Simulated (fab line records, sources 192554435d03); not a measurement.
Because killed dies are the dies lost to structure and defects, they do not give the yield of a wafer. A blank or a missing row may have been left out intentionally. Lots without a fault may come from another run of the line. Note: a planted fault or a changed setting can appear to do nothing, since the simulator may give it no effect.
Matching of chambers || flow n5Finfet || N5_MOL_CONTACT_COAG_ETCH_105 on rieDiel-01: 4 sister chambers
The step etches SiARC in CF4, target depth 15.6 nm, time 26 s. 14 wafers are shown with their chamber, then 7 later ones without.

== EACH WAFER AND ITS CHAMBER ==
{"wafer": "L079.1", "chamber": 1, "showerheadPlenumPTorr (Torr)": 2.28, "throttleValvePct (%)": 15.68, "oesProductAu (a.u.)": 0.79}
{"wafer": "L079.2", "chamber": 3, "showerheadPlenumPTorr (Torr)": 2.18, "throttleValvePct (%)": 15.94, "oesProductAu (a.u.)": 0.67}
{"wafer": "L079.3", "chamber": 0, "showerheadPlenumPTorr (Torr)": 2.01, "throttleValvePct (%)": 15.77, "oesProductAu (a.u.)": 0.60}
{"wafer": "L081.2", "chamber": 1, "showerheadPlenumPTorr (Torr)": 2.28, "throttleValvePct (%)": 15.71, "oesProductAu (a.u.)": 0.78}
{"wafer": "L081.3", "chamber": 0, "showerheadPlenumPTorr (Torr)": 2.01, "throttleValvePct (%)": 15.77, "oesProductAu (a.u.)": 0.60}
{"wafer": "L081.5", "chamber": 3, "showerheadPlenumPTorr (Torr)": 2.18, "throttleValvePct (%)": 15.95, "oesProductAu (a.u.)": 0.67}
{"wafer": "L085.1", "chamber": 3, "showerheadPlenumPTorr (Torr)": 2.17, "throttleValvePct (%)": 15.97, "oesProductAu (a.u.)": 0.67}
{"wafer": "L085.2", "chamber": 0, "showerheadPlenumPTorr (Torr)": 2.01, "throttleValvePct (%)": 15.82, "oesProductAu (a.u.)": 0.60}
{"wafer": "L085.3", "chamber": 1, "showerheadPlenumPTorr (Torr)": 2.27, "throttleValvePct (%)": 15.74, "oesProductAu (a.u.)": 0.76}
{"wafer": "L087.2", "chamber": 3, "showerheadPlenumPTorr (Torr)": 2.17, "throttleValvePct (%)": 15.98, "oesProductAu (a.u.)": 0.65}
{"wafer": "L087.3", "chamber": 1, "showerheadPlenumPTorr (Torr)": 2.27, "throttleValvePct (%)": 15.73, "oesProductAu (a.u.)": 0.75}
{"wafer": "L087.4", "chamber": 2, "showerheadPlenumPTorr (Torr)": 2.16, "throttleValvePct (%)": 15.21, "oesProductAu (a.u.)": 0.66}
{"wafer": "L089.2", "chamber": 2, "showerheadPlenumPTorr (Torr)": 2.16, "throttleValvePct (%)": 15.24, "oesProductAu (a.u.)": 0.65}
{"wafer": "L089.4", "chamber": 0, "showerheadPlenumPTorr (Torr)": 2.00, "throttleValvePct (%)": 15.81, "oesProductAu (a.u.)": 0.59}

SIGNATURES, as means of the wafers listed above
{"reading": "showerheadPlenumPTorr", "chamber 0": 2.0075, "chamber 1": 2.2750, "chamber 2": 2.1600, "chamber 3": 2.1750, "scatter within a chamber": 0.00524}
{"reading": "throttleValvePct", "chamber 0": 15.7925, "chamber 1": 15.7150, "chamber 2": 15.2250, "chamber 3": 15.9600, "scatter within a chamber": 0.0237}
{"reading": "oesProductAu", "chamber 0": 0.5975, "chamber 1": 0.7700, "chamber 2": 0.6550, "chamber 3": 0.6650, "scatter within a chamber": 0.0119}
Rule: a wafer's distance from a chamber is the root of the sum, over the readings, of the square of ((its reading less the chamber's mean) divided by the reading's scatter). The wafer belongs to the nearest chamber; if the next one is less than 2 further off, it can't be placed. The scatter is the square root of a quotient: the sum, over the shown wafers, of each reading's squared deviation from its chamber's mean, divided by wafers minus chambers.

== WAFERS WHOSE CHAMBER IS MISSING ==
{"wafer": "L089.5", "showerheadPlenumPTorr (Torr)": 2.17, "throttleValvePct (%)": 15.97, "oesProductAu (a.u.)": 0.65}
{"wafer": "L093.2", "showerheadPlenumPTorr (Torr)": 2.17, "throttleValvePct (%)": 16.01, "oesProductAu (a.u.)": 0.64}
{"wafer": "L093.4", "showerheadPlenumPTorr (Torr)": 2.15, "throttleValvePct (%)": 15.26, "oesProductAu (a.u.)": 0.65}
{"wafer": "L093.6", "showerheadPlenumPTorr (Torr)": 2.17, "throttleValvePct (%)": 16.01, "oesProductAu (a.u.)": 0.64}
{"wafer": "L096.1", "showerheadPlenumPTorr (Torr)": 2.26, "throttleValvePct (%)": 15.79, "oesProductAu (a.u.)": 0.72}
{"wafer": "L096.4", "showerheadPlenumPTorr (Torr)": 2.16, "throttleValvePct (%)": 16.04, "oesProductAu (a.u.)": 0.64}
{"wafer": "L096.6", "showerheadPlenumPTorr (Torr)": 2.25, "throttleValvePct (%)": 15.29, "oesProductAu (a.u.)": 0.84}

== CHAMBER TAKEN BY EACH ==
{"wafer": "L089.5", "from the rows above": 3, "in truth": 3}
{"wafer": "L093.2", "from the rows above": 3, "in truth": 3}
{"wafer": "L093.4", "from the rows above": 2, "in truth": 2}
{"wafer": "L093.6", "from the rows above": 3, "in truth": 3}
{"wafer": "L096.1", "from the rows above": 1, "in truth": 1}
{"wafer": "L096.4", "from the rows above": 3, "in truth": 3}
{"wafer": "L096.6", "from the rows above": 1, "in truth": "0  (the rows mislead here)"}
6 of 7 placed correctly. Left unplaced by these rows: 0. 1 placed wrongly.
